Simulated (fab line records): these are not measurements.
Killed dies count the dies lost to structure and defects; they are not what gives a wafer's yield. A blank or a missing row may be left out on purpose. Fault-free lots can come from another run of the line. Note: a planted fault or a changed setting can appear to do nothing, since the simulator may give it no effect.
A struck lot beside a sound one    flow n5-finfet    38 out of 1938 route steps
Sound: wafers L628.1, L628.2, L628.4. The struck wafers were L627.1, L627.3, L627.6. The cause is named last.
For every step that has rows: the tool of each side, followed by ch and its chambers, followed by its first start. Under that, the readings that differ: sound wafers    struck wafers    difference of the means    sigmas: that difference in standard deviations of wafers without a fault.
alike: readings whose means differ by less than 2 such deviations, and words and numbers that are the same on both sides. not compared: withheld readings, readings that some wafer has no value for, bounds like >300 that may hide the same value, and numbers for which the record gives no deviation and whose values overlap.
Wherever a step has rows on one side only, a row that says differs or no value, or a row with sigmas, the two part there. Numbers that have no deviation but don't overlap get no sigmas and don't part them. A reading that every wafer of one side lacks parts them only if that side has two wafers or more.

first, 9 steps without rows for these wafers: N5_BEOL_M8_DESCUM_33 (chemistry O2, time 7 s); N5_BEOL_M8_ETCH_72 (etches underlayer in N2/H2, target depth 6.5 nm, time 5.2 s); N5_BEOL_M8_ETCH_65 (etches SiARC in CF4, target depth 15.6 nm, time 26 s); N5_BEOL_M8_ETCH_66 (etches SOC in N2/H2, target depth 80 nm, overetch 16 nm, time 120 s); N5_BEOL_M8_STRIP_69 (strips in N2/H2); N5_BEOL_M8_STRIP_73 (strips in N2/H2); N5_BEOL_M8_VIA_ETCH_34 (etches SiCOH lowk in C4F6/O2, target depth 125.5 nm, time 50.5 s); N5_BEOL_M8_STRIP_76 (strips in C4F6/O2); N5_BEOL_M8_STRIP_36 (strips in N2/H2).
N5_BEOL_M8_TRENCH_ETCH_37: etches SiCOH lowk in C4F6/O2, target depth 93.478 nm, time 31.2 s.
  sound on rie-diel-01 ch 0,3, day 14 05:13; struck on rie-diel-04 ch 2,3, day 14 05:15
reading                              sound              struck             difference  sigmas
oes_f_703_au (a.u.)                  0.69 0.93 0.69     0.66 0.51 0.51     -0.21       -2
rf-fwd-power-W (W)                   340.4 339.6 340.3  255.9 258.1 257.3  -83.0       -49
rf-vpp-V (V)                         654 676 652        781 761 761        +107        +11
model.etch.depth-nm (nm)             90.44 96.08 90.03  85.67 83.36 83.76  -7.92       
model.BEOL_M8.feature-depth-nm (nm)  90.4 96 90         85.6 83.4 83.8     -7.9        
  alike: drypump-motor-current-A, oes-product-au, showerhead-plenum-p-Torr, throttle-valve-pct
  not compared: rf-hours-counter-h
then, 2 steps without rows for these wafers: N5_BEOL_M8_ETCH_41 (etches SiCN in CH3F/O2, target depth 31.9 nm, time 57.8 s); N5_BEOL_M8_STRIP_80 (strips in N2/H2, time 10 s).
N5_BEOL_M8_OCD_MEAS_38:
  sound on ocd-02 at day 14 05:22; struck on ocd-01 at day 14 05:25
reading               sound           struck          difference  sigmas
trench-depth-nm (nm)  90.6 96.1 90.2  85.9 83.7 84.0  -7.8        -4
then, 13 steps without rows for these wafers: N5_BEOL_M8_HM_STRIP_39 (strips TiN in peroxide tin strip, target depth 25 nm, time 158 s); N5_BEOL_M8_SRD_40 (time 30 s); N5_BEOL_M8_PRECLEAN_42 (cleans in residue remover, time 60 s); N5_BEOL_M8_SRD_43 (time 30 s); N5_BEOL_M8_CURE_75 (cures SiCOH lowk, time 120 s); N5_BEOL_M8_DEGAS_44 (time 60 s); N5_BEOL_M8_PRE_CLEAN_45 (time 30 s); N5_BEOL_M8_ALD_77 (deposits TaN, target thk 2 nm, pulse time 2 s, purge time 3 s); N5_BEOL_M8_SURFACE_TREAT_79; N5_BEOL_M8_CVD_78 (deposits Co from CCTBA/H2, target thk 2 nm, time 142.3 s); N5_BEOL_M8_SPUTTER_48 (material Cu, target thk 10 nm, time 1.667 s); N5_BEOL_M8_ECD_50 (material Cu, target thk 300 nm); N5_BEOL_M8_ANNEAL_51 (time 90 s).
N5_BEOL_M8_CMP_52: polishes, stops on SiCOH lowk, t overpolish 6.9 s, target thk 80 nm.
  sound on cmp-02 ch 0,1,3, day 14 07:30; struck on cmp-02 ch 0,1,2, day 14 07:56
reading                                 sound         struck      difference  sigmas
model.Cu_of_BEOL_M8_ECD_50.thk-nm (nm)  75 83.6 75.4  70.8 70 70  -7.7        
  alike: barrier-field-endpoint-s, motor-current-A, overpolish-run-s, slurry-filter-dp-kPa, time-to-endpoint-s
N5_BEOL_M8_THK_MEAS_53: measures by xrf.
  sound on film-metro-02 at day 14 07:49; struck on film-metro-02 at day 14 08:09
reading      sound           struck          difference  sigmas
M8_THK (nm)  78.0 86.8 77.9  72.8 71.9 71.8  -8.7        -4
then, 2 steps without rows for these wafers: N5_BEOL_M8_PRE_CLEAN_55 (time 15 s); N5_BEOL_M8_DEP_56 (deposits SiCN from 3MS/NH3, target thk 10 nm, time 17.5 s).
N5_BEOL_M8_RS_MEAS_57: measures by four-point-probe.
  sound on film-metro-02 at day 14 07:57; struck on film-metro-02 at day 14 08:17
reading         sound              struck             difference  sigmas
M8_RS (ohm/sq)  0.308 0.273 0.307  0.331 0.335 0.335  +0.038      +5
then, 5 steps without rows for these wafers: N5_BEOL_M9_ILD_DEP_00 (deposits SiCOH lowk from DEMS/porogen, target thk 308.51 nm, time 58 s); N5_BEOL_M9_CURE_71 (cures SiCOH lowk, time 240 s); N5_BEOL_M9_PECVD_70 (deposits SiO2 from TEOS/O2, target thk 20 nm, time 22.7 s); N5_BEOL_M9_HM_DEP_02 (deposits TiN, target thk 20 nm); N5_BEOL_M9_COAT_59 (time 60 s, resist thk 100 nm).
-- here the record skips 2 days between the struck wafers' starts before and after, leaving off in module BEOL_M9 and picking up in module BEOL_M15 (first step shown: number 1830 of the route) --
N5_BEOL_M15_RC_MEAS_101:
  sound on prober-01 ch 0, day 16 06:51; struck on prober-01 ch 0, day 16 14:56
reading                    sound                    struck                   difference  sigmas
COMB_M5 (S/m)              3.2e-11 3.9e-11 3.1e-11  4.7e-11 4.9e-11 5.1e-11  +1.5e-11    +2
SERP_M12 (ohm/um)          0.620 0.640 0.634        0.651 0.679 0.674        +0.037      +2
SERP_M6 (ohm/um)           13.3 13.0 12.7           15.0 14.1 14.3           +1.5        +3
SERP_M8 (ohm/um)           14.6 13.3 15.2           15.5 15.7 15.6           +1.2        +2
SERP_M8_max_site (ohm/um)  15.3 13.5 15.7           16.9 16.5 16.2           +1.7        +3
  alike: COMB_M10, COMB_M11, COMB_M11_max_site, COMB_M12, COMB_M13, COMB_M13_max_site, COMB_M14, COMB_M15, COMB_M6, COMB_M6_max_site, COMB_M7, COMB_M8, COMB_M9, COMB_M9_max_site, SERP_M10, SERP_M11, SERP_M13, SERP_M13_max_site, SERP_M14, SERP_M5, SERP_M7, SERP_M9
after that, 1 step had no rows for these wafers: N5_PASSIVATION_PROBE_49.

== WHERE THEY PART ==
Earliest at N5_BEOL_M8_TRENCH_ETCH_37; latest, in this record, at N5_BEOL_M15_RC_MEAS_101.

WHY: what had been put in by the simulator
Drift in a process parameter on rie-diel-04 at N5_BEOL_M8_TRENCH_ETCH_37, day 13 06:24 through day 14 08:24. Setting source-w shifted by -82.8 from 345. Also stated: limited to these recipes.
